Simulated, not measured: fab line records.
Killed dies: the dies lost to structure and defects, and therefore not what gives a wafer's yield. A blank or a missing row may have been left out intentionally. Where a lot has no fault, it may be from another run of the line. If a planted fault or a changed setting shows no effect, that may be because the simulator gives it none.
fab line records    flow n5-finfet    part 2 of 2: steps 4 to 6 of 6
[record] lots = 22  wafers = 66  last-day = 17
route steps=1938 shown BEOL_M5@1137 BEOL_M6@1195
lots that met no fault: from a run of the same line without faults
start-h: hours from the record's first day to the start of the lot's first wafer shown    wait-h: hours elapsed since this lot's preceding step    " unchanged from the row above    L1.1+2: one row covering several wafers at once    - no value, or no start given    * or withheld: withheld    < > ~ a bound
route shown NAME@n: names a module that has steps shown in the file, with the first one's number in the route    usual: mean and standard deviation over wafers with no fault    same: alike in all rows    chamber/n: place in a boat    sites: per-site readings    _std_site: how widely they spread, as a standard deviation    _edge_site: mean of outer sites minus mean of inner sites    radius-mm: how far each site lies from the wafer's centre    mask NAME#n: copy n    behind: the last tool/chamber to shape the wafer    hold: why the lot went on hold/how many hours it stayed there/how the hold came to an end    device: the transistor (n, p or np) that didn't switch    end of line: tests of these same wafers at the route's end    step lacking rows: just its recipe    killed: at the first sort, the dies lost to defects and structure; wafer yield is something else    map: a wafer's dies, marking killed ones x, the rest . and places with no die _
set.NAME: setting as actually run; set.NAME@STEP: the setting as run at that earlier step    model.NAME: the simulator's own value behind a step, which no gauge read
steps of the route over a sample of lots; a table a step, a row a wafer
services: from which hour (start-h, from the record's first day; less than 0 if before it) a tool's chamber was out of use, for how many hours, and why
[[steps]]
[step N5_BEOL_M5_ETCH_41]
[recipe] chemistry = CH3F/O2  target = SiCN  target-depth-a = 315  taper-deg = 2  time-s = 56.7  ion-energy-ev = 120  mask-material = TiN  pressure-mtorr = 30  source-w = 395  bias-w = 75  Ar_flow_sccm = 150  CH3F_flow_sccm = 30  O2_flow_sccm = 20
[usual] drypump-motor-current-A = 5.8/0.51  oes-product-au = 0.81/0.085  rf-vpp-V = 297.0/1.1  showerhead-plenum-p-Torr = 1.97/0.049  throttle-valve-pct = 16.23/0.25
lot.wafer  tool         chamber  start-h  wait-h  drypump-motor-current-A  oes-product-au  rf-hours-counter-h  rf-vpp-V  showerhead-plenum-p-Torr  throttle-valve-pct
L074.1     rie-diel-03  3        -        -       6.4                      0.93            18                  296.3     1.94                      15.70
L074.3     "            1        "        "       4.7                      0.90            26                  297.5     1.96                      16.35
L074.6     "            3        "        "       6.4                      0.94            -                   296.7     1.94                      15.71
L075.1     rie-diel-03  1        -        -       4.7                      0.92            32                  295.8     1.96                      16.35
L075.4     "            2        "        "       5.2                      0.74            200                 296.5     1.99                      16.52
L075.5     "            3        "        "       6.4                      0.93            -                   297.4     1.94                      15.71
L077.2     rie-diel-05  0        -        -       6.4                      0.77            106                 296.8     1.93                      16.39
L077.3     "            2        "        "       5.8                      0.87            50                  297.8     2.02                      15.84
L077.6     "            0        "        "       6.4                      0.76            -                   298.5     1.93                      16.37
L076.4     rie-diel-01  3        -        -       6.4                      0.75            131                 295.7     1.93                      16.28
L076.5     "            2        "        "       5.6                      0.87            -                   295.8     1.95                      16.12
L076.6     "            1        "        "       5.7                      0.68            -                   296.4     1.88                      16.43
L079.1     rie-diel-01  1        -        -       5.7                      0.66            239                 295.3     1.88                      16.43
L079.4     "            2        "        "       5.6                      0.86            44                  296.6     1.95                      16.13
L079.5     "            0        "        "       6.0                      0.74            -                   297.6     1.99                      16.43
L081.2     rie-diel-01  0        -        -       6.0                      0.73            162                 298.7     1.99                      16.42
L081.3     "            1        "        "       5.7                      0.66            239                 295.3     1.88                      16.44
L081.6     "            1        "        "       5.7                      0.66            -                   295.7     1.88                      16.41
L082.3     rie-diel-03  2        -        -       5.2                      0.71            211                 297.1     1.99                      16.55
L082.5     "            3        "        "       6.4                      0.89            -                   296.3     1.94                      15.75
L082.6     "            1        "        "       4.7                      0.87            -                   296.5     1.96                      16.36
L083.2     rie-diel-05  2        -        -       5.7                      0.86            59                  297.2     2.02                      15.86
L083.3     "            0        "        "       6.4                      0.76            115                 296.7     1.93                      16.41
L083.5     "            2        "        "       5.7                      0.87            -                   296.1     2.02                      15.85
L085.1     rie-diel-05  1        -        -       5.5                      0.80            72                  298.5     2.03                      16.07
L085.4     "            0        "        "       6.4                      0.77            122                 296.8     1.92                      16.40
L085.5     "            0        "        "       6.4                      0.77            -                   296.3     1.92                      16.40
L084.2     rie-diel-03  1        -        -       4.7                      0.87            49                  296.6     1.95                      16.38
L084.3     "            2        "        "       5.2                      0.72            221                 297.2     1.99                      16.57
L084.5     "            2        "        "       5.2                      0.72            -                   297.1     1.98                      16.55
L088.4     rie-diel-01  0        -        -       6.0                      0.73            -                   296.0     1.99                      16.46
L088.5     "            3        "        "       6.3                      0.73            -                   296.8     1.92                      16.28
L088.6     "            2        "        "       5.6                      0.83            -                   296.3     1.95                      16.17
L086.2     rie-diel-01  2        -        -       5.6                      0.85            60                  297.6     1.95                      16.15
L086.3     "            3        "        "       6.3                      0.73            148                 296.1     1.92                      16.30
L086.6     "            2        "        "       5.6                      0.84            -                   297.2     1.95                      16.15
L087.1     rie-diel-01  1        -        -       5.7                      0.98            4                   299.7     2.13                      15.95
L087.5     "            3        "        "       6.3                      0.73            -                   296.0     1.92                      16.30
L087.6     "            2        "        "       5.6                      0.83            -                   296.7     1.94                      16.16
L089.1     rie-diel-05  3        -        -       5.5                      0.92            39                  298.7     2.04                      16.25
L089.3     "            1        "        "       5.4                      0.79            80                  297.7     2.03                      16.11
L089.5     "            3        "        "       5.5                      0.92            -                   297.8     2.04                      16.26
L090.4     rie-diel-03  3        -        -       6.4                      0.88            53                  297.6     1.93                      15.77
L090.5     "            1        "        "       4.7                      0.85            -                   296.6     1.95                      16.42
L090.6     "            2        "        "       5.2                      0.71            -                   297.4     1.98                      16.59
L092.1     rie-diel-01  1        -        -       5.7                      0.94            8                   300.1     2.13                      15.97
L092.2     "            0        "        "       6.0                      0.72            187                 297.8     1.99                      16.48
L092.3     "            3        "        "       6.4                      0.72            156                 294.8     1.92                      16.30
L091.2     rie-diel-05  2        -        -       5.7                      0.84            78                  297.5     2.01                      15.87
L091.4     "            1        "        "       5.4                      0.77            84                  297.4     2.03                      16.09
L091.6     "            2        "        "       5.7                      0.83            -                   297.5     2.01                      15.89
L093.2     rie-diel-03  0        -        -       6.5                      0.92            13                  297.4     1.99                      16.18
L093.4     "            1        "        "       4.7                      0.86            59                  296.8     1.95                      16.41
L093.5     "            1        "        "       4.7                      0.85            -                   296.0     1.95                      16.42
L094.1     rie-diel-05  0        -        -       6.4                      0.75            138                 296.0     1.92                      16.43
L094.4     "            3        "        "       5.5                      0.90            47                  298.5     2.04                      16.27
L094.5     "            3        "        "       5.5                      0.90            -                   297.7     2.04                      16.28
L095.2     rie-diel-05  1        -        -       5.4                      0.78            90                  298.8     2.02                      16.10
L095.5     "            0        "        "       6.4                      0.75            -                   296.4     1.92                      16.43
L095.6     "            1        "        "       5.4                      0.76            -                   298.3     2.02                      16.13
L097.3     rie-diel-05  3        -        -       5.5                      0.90            50                  298.0     2.04                      16.25
L097.4     "            0        "        "       6.4                      0.76            141                 295.0     1.92                      16.44
L097.5     "            2        "        "       5.7                      0.83            -                   298.8     2.01                      15.90
L096.2     rie-diel-05  3        -        -       5.5                      0.89            50                  297.9     2.04                      16.26
L096.4     "            1        "        "       5.4                      0.76            91                  297.7     2.02                      16.12
L096.5     "            2        "        "       5.7                      0.82            -                   297.4     2.01                      15.89
[step N5_BEOL_M5_ANNEAL_84]
[recipe] temp-c = 400  time-s = 1800  ambient = vacuum
[usual] heater-power-w = 813/80
lot.wafer  tool            chamber  start-h  wait-h  heater-power-w
L074.1     pvd-sputter-03  -        173.39   0.0     806
L074.3     "               -        "        "       700
L074.6     "               -        "        "       888
L075.1     pvd-sputter-02  -        191.42   0.0     649
L075.4     "               -        "        "       884
L075.5     "               -        "        "       842
L076.4     pvd-sputter-01  -        198.33   0.0     894
L076.5     "               -        "        "       871
L076.6     "               -        "        "       866
L077.2     pvd-sputter-03  -        198.46   0.0     893
L077.3     "               -        "        "       704
L077.6     "               -        "        "       922
L079.1     pvd-sputter-01  -        207.28   0.0     853
L079.4     "               -        "        "       889
L079.5     "               -        "        "       851
L081.2     pvd-sputter-03  -        209.65   0.0     903
L081.3     "               -        "        "       706
L081.6     "               -        "        "       692
L082.3     pvd-sputter-01  -        225.34   0.0     913
L082.5     "               -        "        "       889
L082.6     "               -        "        "       859
L083.2     pvd-sputter-02  -        228.75   0.0     650
L083.3     "               -        "        "       728
L083.5     "               -        "        "       842
L085.1     pvd-sputter-03  -        245.92   0.0     779
L085.4     "               -        "        "       892
L085.5     "               -        "        "       797
L084.2     pvd-sputter-02  -        246.88   0.0     852
L084.3     "               -        "        "       739
L084.5     "               -        "        "       727
L088.4     pvd-sputter-01  -        250.65   0.0     861
L088.5     "               -        "        "       832
L088.6     "               -        "        "       880
L086.2     pvd-sputter-03  -        251.19   0.0     916
L086.3     "               -        "        "       806
L086.6     "               -        "        "       883
L087.1     pvd-sputter-03  -        269.33   0.0     695
L087.5     "               -        "        "       792
L087.6     "               -        "        "       912
L089.1     pvd-sputter-02  -        273.12   0.0     745
L089.3     "               -        "        "       655
L089.5     "               -        "        "       891
L090.4     pvd-sputter-01  -        280.65   0.0     867
L090.5     "               -        "        "       844
L090.6     "               -        "        "       890
L092.1     pvd-sputter-02  -        284.11   0.0     853
L092.2     "               -        "        "       626
L092.3     "               -        "        "       750
L091.2     pvd-sputter-03  -        284.37   0.0     681
L091.4     "               -        "        "       805
L091.6     "               -        "        "       680
L093.2     pvd-sputter-01  -        286.47   0.0     869
L093.4     "               -        "        "       858
L093.5     "               -        "        "       870
L094.1     pvd-sputter-02  -        302.27   0.0     833
L094.4     "               -        "        "       624
L094.5     "               -        "        "       901
L095.2     pvd-sputter-01  -        309.62   0.0     879
L095.5     "               -        "        "       859
L095.6     "               -        "        "       878
L097.3     pvd-sputter-02  -        311.87   0.0     880
L097.4     "               -        "        "       746
L097.5     "               -        "        "       854
L096.2     pvd-sputter-03  -        311.91   0.0     792
L096.4     "               -        "        "       901
L096.5     "               -        "        "       782
[step N5_BEOL_M6_CURE_74]
[recipe] temp-c = 385  time-s = 240  ambient = He/Ar  material = SiCOH_lowk
[usual] lamp-power-pct = 52.31/0.051  wafer_temp_C_max = 386.8/0.65
lot.wafer  tool        chamber  start-h  wait-h  lamp-power-pct  wafer_temp_C_max
L074.1     uv-cure-03  0        177.02   0.0     52.38           386.3
L074.3     "           0        "        "       52.25           386.6
L074.6     "           0        "        "       52.30           386.8
L075.1     uv-cure-03  1        194.70   0.0     52.32           386.5
L075.4     "           1        "        "       52.29           387.1
L075.5     "           1        "        "       52.35           387.5
L077.2     uv-cure-01  0        201.82   0.1     52.33           387.0
L077.3     "           0        "        "       52.35           386.5
L077.6     "           0        "        "       52.31           386.5
L076.4     uv-cure-03  2        201.85   0.3     52.34           386.7
L076.5     "           2        "        "       52.32           386.1
L076.6     "           2        "        "       52.31           386.8
L079.1     uv-cure-02  2        210.57   0.1     52.46           386.4
L079.4     "           2        "        "       52.27           386.0
L079.5     "           2        "        "       52.27           386.2
L081.2     uv-cure-01  2        213.01   0.1     52.25           386.3
L081.3     "           2        "        "       52.28           386.4
L081.6     "           2        "        "       52.29           385.9
L082.3     uv-cure-03  1        228.83   0.2     52.38           386.8
L082.5     "           1        "        "       52.29           387.1
L082.6     "           1        "        "       52.32           387.1
L083.2     uv-cure-01  0        232.46   0.4     52.22           386.8
L083.3     "           0        "        "       52.40           386.9
L083.5     "           0        "        "       52.26           386.6
L085.1     uv-cure-03  2        249.27   0.1     52.28           387.4
L085.4     "           2        "        "       52.33           386.4
L085.5     "           2        "        "       52.38           386.9
L084.2     uv-cure-03  2        250.50   0.1     52.30           386.8
L084.3     "           2        "        "       52.36           386.8
L084.5     "           2        "        "       52.37           386.7
L088.4     uv-cure-02  1        254.44   0.3     52.30           387.3
L088.5     "           1        "        "       52.21           387.7
L088.6     "           1        "        "       52.37           388.4
L086.2     uv-cure-03  1        254.82   0.1     52.32           387.0
L086.3     "           1        "        "       52.27           386.9
L086.6     "           1        "        "       52.31           386.8
L087.1     uv-cure-03  1        272.60   0.0     52.27           386.8
L087.5     "           1        "        "       52.31           386.6
L087.6     "           1        "        "       52.23           386.3
L089.1     uv-cure-02  2        276.52   0.0     52.32           385.5
L089.3     "           2        "        "       52.25           385.6
L089.5     "           2        "        "       52.31           385.7
L090.4     uv-cure-02  2        284.40   0.5     52.38           385.4
L090.5     "           2        "        "       52.32           385.6
L090.6     "           2        "        "       52.30           386.3
L092.1     uv-cure-03  0        287.39   0.0     52.32           386.8
L092.2     "           0        "        "       52.27           387.2
L092.3     "           0        "        "       52.29           387.3
L091.2     uv-cure-01  2        288.03   0.1     52.31           386.0
L091.4     "           2        "        "       52.30           385.8
L091.6     "           2        "        "       52.31           386.4
L093.2     uv-cure-03  0        289.93   0.2     52.33           387.3
L093.4     "           0        "        "       52.29           387.1
L093.5     "           0        "        "       52.39           387.0
L094.1     uv-cure-01  2        305.66   0.0     52.22           386.1
L094.4     "           2        "        "       52.36           386.4
L094.5     "           2        "        "       52.21           386.1
L095.2     uv-cure-02  0        313.12   0.2     52.30           386.8
L095.5     "           0        "        "       52.28           386.5
L095.6     "           0        "        "       52.30           386.3
L097.3     uv-cure-02  2        315.52   0.4     52.30           386.0
L097.4     "           2        "        "       52.33           386.1
L097.5     "           2        "        "       52.30           386.0
L096.2     uv-cure-01  1        315.55   0.2     52.29           388.3
L096.4     "           1        "        "       52.34           387.6
L096.5     "           1        "        "       52.29           387.9
[[services]]
tool            chamber  start-h  hours  kind
rie-diel-05     3        157.68   15.8   repair
uv-cure-02      -        161.82   6.0    pm
pvd-sputter-01  -        166.67   1.7    repair
uv-cure-02      -        171.41   5.0    pm
uv-cure-01      -        185.44   7.5    pm
uv-cure-02      -        201.80   1.0    pm
uv-cure-03      -        207.06   0.8    repair
rie-diel-03     0        214.92   -      clean
rie-diel-03     0        214.92   -      consumable-replace:focus-ring
rie-diel-03     0        214.92   18.6   scheduled-down
rie-diel-05     3        215.50   3.4    repair
rie-diel-05     1        223.62   5.1    repair
uv-cure-02      -        228.84   4.9    repair
rie-diel-01     1        235.70   -      clean
rie-diel-01     1        235.70   -      consumable-replace:focus-ring
rie-diel-01     1        235.70   -      consumable-replace:showerhead
rie-diel-01     1        235.70   14.6   scheduled-down
rie-diel-01     1        235.70   14.6   vent-cycle
uv-cure-01      -        247.66   8.7    repair
rie-diel-01     3        248.54   4.6    repair
rie-diel-03     -        271.79   0.6    repair
pvd-sputter-03  -        277.53   2.1    repair
uv-cure-02      -        303.69   7.5    pm
rie-diel-05     2        312.96   1.2    repair
